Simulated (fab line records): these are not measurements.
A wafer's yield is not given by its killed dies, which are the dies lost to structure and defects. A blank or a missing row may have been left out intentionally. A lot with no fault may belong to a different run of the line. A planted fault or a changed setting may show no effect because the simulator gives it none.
Code-filled problem report in 8D (eight disciplines) form | flow n5Finfet | the parts of the form that need people (team, actions taken, sign-off) are left out

== 1. THE ISSUE ==
At N5_BEOL_M12_ETCH_68, runLengthS averages 244.9 s over 4 wafers from 3 lots, while fault-free wafers read 308.4 s, standard deviation 0.43. So: -99 or more standard deviations from the usual mean.
The step: etches SOC in N2/H2, time 285 s.
The first sign was on wafer L959.2 at day 15 03:14, on rieDiel-01. The record holds 30 wafers of 11 lots with a number at this step. By rule, "out" or "out of limits" means more than 4 standard deviations away from the usual mean. The other wafers with a number count as sound.

== 2. WHAT IT IS AND WHAT IT IS NOT ==
question                    | is                             | is not
which readings at this step | runLengthS                     | drypumpMotorCurrentA, oesProductAu, rfVppV, showerheadPlenumPTorr, throttleValvePct
which lots                  | L959, L962, L966               | L949, L950, L953, L956, L957, L958, L967, L968
which wafers of those lots  | L959.2, L962.2, L966.2, L966.4 | L959.5, L962.5
read on which tools         | rieDiel-01                     | rieDiel-03, rieDiel-06
when                        | from day 15 03:14              | up to then (19 sound wafers); but 7 sound wafers of L962, L967, L968 came after

== 3. WHAT RULES OUT EACH SUSPECT ==
Counting: any tool at a process step up to the reading remains a suspect provided it ran every lot that is out. Sound lots after the first of them don't rule it out here, since some wafers of a struck lot are sound.
- rieDiel-01 at N5_BEOL_M12_ETCH_68 (etches SOC in N2/H2, time 285 s): kept. Ran every lot that is out, first one L959 (day 15 03:14); last sound lot up to then L958 (day 14 19:13). Out on those wafers are its own readings of runLengthS.
Left after counting: rieDiel-01 at N5_BEOL_M12_ETCH_68.

== 4. THE CAUSE (what the simulator had put in) ==
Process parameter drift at N5_BEOL_M12_ETCH_68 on rieDiel-01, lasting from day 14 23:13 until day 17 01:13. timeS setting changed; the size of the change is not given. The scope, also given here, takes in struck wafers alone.
This tool alone remained once counting was done.

== 5. SEQUENCE OF EFFECTS, ordered by route ==
Each row: a reading where the mean over the struck wafers with a number is more than 3 standard deviations away from the usual. Readings are gone through only where the record gives a usual standard deviation; hours: the median, over the lots, of the time from a lot's start at the first step in this table giving one to that lot's start at this step; sigmas: the change measured in usual standard deviations.
hours | step                | reading    | usual   | on struck wafers | change | sigmas
0     | N5_BEOL_M12_ETCH_68 | runLengthS | 308.4 s | 244.9            | -63.5  | -99 or more
Process steps it contains:
- N5_BEOL_M12_ETCH_68: etches SOC in N2/H2, time 285 s.

== 6. HOW IT WOULD HAVE BEEN CAUGHT EARLIER ==
In this record the first reading out of limits was taken at day 15 03:14, 4 hours after the fault began at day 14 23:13.
